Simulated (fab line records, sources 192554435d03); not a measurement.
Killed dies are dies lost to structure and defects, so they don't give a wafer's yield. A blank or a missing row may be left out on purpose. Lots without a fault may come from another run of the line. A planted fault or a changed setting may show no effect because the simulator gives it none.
Split-lot experiment | flow n5_finfet | 7 lots, 21 wafers read, on a route of 1938 steps

THE SPLIT
At N5_BEOL_M15_EXPOSE_07 (exposes mask V14), the setting dose_mj was moved away from the recipe's 41.25 on 7 of the 21 wafers read, by -3.9% to +5.9%. The other wafers ran this setting at the recipe's value.

FROM THE SPLIT TO THE READING: what the file shows between them, 6 steps
- N5_BEOL_M15_PEB_08: peb time 90 s
- N5_BEOL_M15_DEVELOP_09: develop time 45 s
- N5_BEOL_M15_HARDBAKE_14: time 120 s
- N5_BEOL_M15_CD_MEAS_10: target cd 360 nm
- N5_BEOL_M15_STRIP_65: strips in post etch residue remover, time 60 s
- N5_BEOL_M15_SRD_66: time 30 s, dry time 30 s

THE READING
cd_nm, in nm, at N5_BEOL_M15_CD_MEAS_17 (target cd 360 nm). Fault-free wafers of this fab line usually give 359.5 nm, standard deviation 1.9 nm.

wafer  | tool, chamber at the split | dose_mj as run | against the recipe | cd_nm, nm | against lot-mates on the recipe
L079.1 | krf_scanner-02, 0          | 41.25          | recipe             | 361.7     | -
L079.3 | krf_scanner-02, 0          | 41.25          | recipe             | 361.4     | -
L079.5 | krf_scanner-02, 0          | 42.66          | +3.4%              | 367.3     | +5.8
L078.1 | krf_scanner-01, 0          | 41.25          | recipe             | 359.7     | -
L078.5 | krf_scanner-01, 0          | 40.07          | -2.9%              | 356.2     | -3.5
L078.6 | krf_scanner-01, 0          | 40.07          | -2.9%              | 355.7     | -4.0
L085.1 | krf_scanner-01, 0          | 41.25          | recipe             | 362.1     | -
L085.5 | krf_scanner-01, 0          | 41.25          | recipe             | 364.3     | -
L085.6 | krf_scanner-01, 0          | 41.25          | recipe             | 363.0     | -
L087.1 | krf_scanner-01, 0          | 41.25          | recipe             | 357.9     | -
L087.5 | krf_scanner-01, 0          | 41.25          | recipe             | 359.2     | -
L087.6 | krf_scanner-01, 0          | 40.29          | -2.3%              | 358.0     | -0.5
L090.2 | krf_scanner-02, 0          | 39.66          | -3.9%              | 356.8     | -6.7
L090.4 | krf_scanner-02, 0          | 39.66          | -3.9%              | 354.7     | -8.8
L090.5 | krf_scanner-02, 0          | 41.25          | recipe             | 363.5     | -
L092.2 | krf_scanner-02, 0          | 41.25          | recipe             | 360.5     | -
L092.5 | krf_scanner-02, 0          | 41.25          | recipe             | 358.0     | -
L092.6 | krf_scanner-02, 0          | 41.25          | recipe             | 360.3     | -
L096.1 | krf_scanner-02, 0          | 41.25          | recipe             | 358.0     | -
L096.3 | krf_scanner-02, 0          | 41.25          | recipe             | 358.5     | -
L096.4 | krf_scanner-02, 0          | 43.68          | +5.9%              | 365.6     | +7.4

THE FIT
A straight line over all 21 wafers: cd_nm changes by +1.24 nm for each +1% of dose_mj; r = +0.81; the points scatter about the line by 2 nm.
The same after taking each lot's own level away (the mean of its wafers on the recipe; 21 wafers): +1.48 nm for each +1%; r = +0.94; scatter 1.2 nm.
On that fit, the largest move of dose_mj shifts the reading by 8.7 nm.
The lots' own levels span 358.25 to 363.50 nm, that is 2.8 times the standard deviation above.
So the lot-to-lot level changes the slope: the two fits differ.
Check: with one of the wafers moved furthest among these (+5.9%) left out of the fit, the line predicts +9.79 nm for it against its lot-mates. It came out at +7.35 nm against them.

OTHER SPLITS ON THESE WAFERS
These wafers also went through other splits before the reading. Each is held against what the fit with the lots' levels taken away leaves over:
other split on the same wafers | wafers away from the commonest value | r with cd_nm (lot level and that fit taken away)
N5_BEOL_M13_ETCH_59 time_s     | 10                                   | +0.20
N5_BEOL_M14_ETCH_59 time_s     | 8                                    | -0.02
N5_BEOL_M14_EXPOSE_25 dose_mj  | 7                                    | +0.29

THE WHOLE CHAIN: every reading that the file lists as answering this split, in the file's order
step                   | what it does     | reading | change (the file's fit)              | r (the file's)
N5_BEOL_M15_CD_MEAS_10 | target cd 360 nm | cd_nm   | +1.24 nm for each +1% of the setting | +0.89
N5_BEOL_M15_CD_MEAS_17 | target cd 360 nm | cd_nm   | +1.4 nm for each +1% of the setting  | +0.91

THE FILE'S OWN FIT
cd_nm changes by +1.4 nm for each +1% of dose_mj, r = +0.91.
